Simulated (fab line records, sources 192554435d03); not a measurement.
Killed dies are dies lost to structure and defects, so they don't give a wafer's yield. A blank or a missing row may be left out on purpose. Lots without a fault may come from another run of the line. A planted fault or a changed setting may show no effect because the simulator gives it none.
A struck lot beside a sound one | flow n5_finfet | 14 steps out of a route of 1938
Sound: wafers L805.1, L805.4, L805.6. Struck: wafer L823.3. (L823.4 of the same lot was not struck and is left out.) The cause comes at the end.
At each step with rows: each side's tool, then ch and its chambers, then its first start. Under that, the readings that differ: sound wafers | struck wafers | difference of the means | sigmas: that difference in standard deviations of wafers without a fault.
alike: readings whose means differ by less than 2 such deviations, and words and numbers that are the same on both sides. not compared: withheld readings, readings that some wafer has no value for, bounds like >300 that may hide the same value, and numbers for which the record gives no deviation and whose values overlap.
The two part at a step that has a row with sigmas, a row that says differs or no value, or rows on one side only. Numbers that don't overlap but have no deviation are shown without sigmas and don't part them. A reading that every wafer of one side lacks parts them only if that side has two wafers or more.

first, 8 steps without rows for these wafers: N5_FIN_SAQP_COAT_49 (time 60 s, resist thk 100 nm); N5_FIN_SAQP_COAT_50 (time 60 s, resist thk 35 nm); N5_FIN_SAQP_COAT_10 (resist thk 90 nm); N5_FIN_SAQP_EBR_12; N5_FIN_SAQP_SOFTBAKE_11 (time 60 s); N5_FIN_SAQP_EXPOSE_13 (exposes mask FIN CORE, target cd 35.6 nm); N5_FIN_SAQP_PEB_14 (peb time 60 s); N5_FIN_SAQP_DEVELOP_15 (develop time 30 s).
N5_FIN_SAQP_CD_MEAS_16: target cd 35.6 nm.
  sound on cd_sem-02 ch 0, day 2 09:32; struck on cd_sem-01 ch 0, day 6 22:34
  reading    | sound             | struck | difference | sigmas
  cd_nm (nm) | 36.03 35.96 36.10 | 35.25  | -0.78      | -3
N5_FIN_SAQP_OVL_MEAS_17:
  sound on overlay-02 ch 0, day 2 09:34; struck on overlay-01 ch 0, day 6 22:37
  alike: FIN_CORE_OVL
N5_FIN_SAQP_INSPECT_18: inspects for defects (brightfield).
  sound on defect_inspect-02, day 2 09:35; struck on defect_inspect-01, day 6 22:38
  alike: raw_defect_count
N5_FIN_SAQP_DESCUM_21: chemistry O2, time 7.9 s.
  sound on rie_diel-03 ch 0,1,2, day 2 09:38; struck on rie_diel-01 ch 2, day 6 22:40
  alike: drypump_motor_current_A, oes_product_au, rf_vpp_V, showerhead_plenum_p_Torr, throttle_valve_pct
  not compared: rf_hours_counter_h
N5_FIN_SAQP_ETCH_51: etches SiARC in CF4, target depth 45.5 nm, time 75.8 s.
  sound on rie_diel-03 ch 0,1,2, day 2 09:40; struck on rie_diel-01 ch 2, day 6 22:42
  reading               | sound            | struck | difference | sigmas
  etch_rf_on_time_s (s) | 75.0 74.7 77.2   | 51.7   | -23.9      | -20
  mfc_ar_sccm (sccm)    | 100.3 99.5 100.1 | 100.6  | +0.6       | +2
  oes_product_au (a.u.) | 0.83 0.61 0.65   | 1.02   | +0.32      | +4
  alike: drypump_motor_current_A, rf_vpp_V, showerhead_plenum_p_Torr, throttle_valve_pct
  not compared: rf_hours_counter_h
N5_FIN_SAQP_ETCH_52: etches SOC in N2/H2, target depth 100 nm, overetch 20 nm, time 150 s.
  sound on rie_diel-03 ch 0,1,2, day 2 09:43; struck on rie_diel-01 ch 2, day 6 22:46
  alike: drypump_motor_current_A, oes_product_au, rf_vpp_V, showerhead_plenum_p_Torr, throttle_valve_pct
  not compared: rf_hours_counter_h

WHERE THEY PART
First at N5_FIN_SAQP_CD_MEAS_16; last, within this record, at N5_FIN_SAQP_ETCH_51. Later steps at which nothing parts them and some readings are alike: N5_FIN_SAQP_ETCH_52.

WHY: what the simulator had put in
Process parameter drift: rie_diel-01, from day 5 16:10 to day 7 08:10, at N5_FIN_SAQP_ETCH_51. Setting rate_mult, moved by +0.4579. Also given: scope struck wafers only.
